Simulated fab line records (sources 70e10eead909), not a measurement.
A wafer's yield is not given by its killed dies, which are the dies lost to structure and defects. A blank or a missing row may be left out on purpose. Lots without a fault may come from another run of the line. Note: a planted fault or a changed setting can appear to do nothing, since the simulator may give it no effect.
Code-filled problem report in 8D (eight disciplines) form	flow nandHarc	the parts of the form that need people (team, actions taken, sign-off) are left out

== 1. THE PROBLEM ==
runLengthS at NHARC_A_WL_FILL_ETCHBACK_17 reads a mean of 41.1 s on 3 wafers of 3 lots; wafers without a fault read 48.1 s with a standard deviation of 0.52. Measured from the usual mean, that is -14 standard deviations.
The step: etches the open film in Cl2/BCl3, target depth 4 nm, time 26.7 s.
Earliest sighting: wafer L231.5 on rieMetal-03 at day 17 14:44. The record has a number at this step for 39 wafers belonging to 14 lots. Rule for "out", or "out of limits": more than 4 standard deviations from the usual mean. The rest of the wafers with a number are treated as sound.

== 2. WHAT IT IS; WHAT IT IS NOT ==
question	is	is not
which readings at this step	runLengthS	drypumpMotorCurrentA, oesProductAu
which lots	L231, L234, L237	L225, L226, L227, L229, L238, L242, L243, L244, L246, L247, L248
which wafers of those lots	L231.5, L234.5, L237.5	L231.1, L234.1, L237.1
read on which tools	rieMetal-03	rieMetal-01, rieMetal-02
when	from day 17 14:44	up to then (13 sound wafers); but 23 sound wafers of L234, L237, L238, L242, L243, L244, L246, L247, L248 came after

== 3. SUSPECTS, AND WHAT RULES EACH OUT ==
Counting: a tool at a process step up to the reading stays a suspect if it ran every lot that is out. Sound lots after the first of them don't rule it out here, since some wafers of a struck lot are sound.
- rieMetal-03 at NHARC_A_WL_FILL_ETCHBACK_17 (etches the open film in Cl2/BCl3, target depth 4 nm, time 26.7 s): kept. It processed each lot that is out (first: L231, day 17 14:44); up to then, its last sound lot is L227 (day 16 17:58). On those wafers its own readings are out: runLengthS.
After counting, what remains is rieMetal-03 at NHARC_A_WL_FILL_ETCHBACK_17.

== 4. THE CAUSE (what the simulator had put in) ==
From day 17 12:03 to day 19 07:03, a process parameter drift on rieMetal-03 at NHARC_A_WL_FILL_ETCHBACK_17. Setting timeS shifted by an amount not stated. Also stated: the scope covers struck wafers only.
After counting, this tool was the only one left.

== 5. THE EFFECT CHAIN, in route order ==
One row per reading whose mean, taken over the struck wafers that have a number, lies over 3 standard deviations from the usual. Only readings whose record carries a usual standard deviation are examined. hours: median over the lots of the time between each lot's start at the first step of this table that gives one and its start at this step. sigmas: the change, counted in usual standard deviations.
hours	step	reading	usual	on struck wafers	change	sigmas
0	NHARC_A_WL_FILL_ETCHBACK_17	runLengthS	48.1 s	41.1	-7.0	-14
Process steps it contains:
- NHARC_A_WL_FILL_ETCHBACK_17: etches the open film in Cl2/BCl3, target depth 4 nm, time 26.7 s.

== 6. HOW IT WOULD HAVE BEEN CAUGHT EARLIER ==
In this record the first reading out of limits was taken at day 17 14:44, 3 hours after the fault began at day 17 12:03.
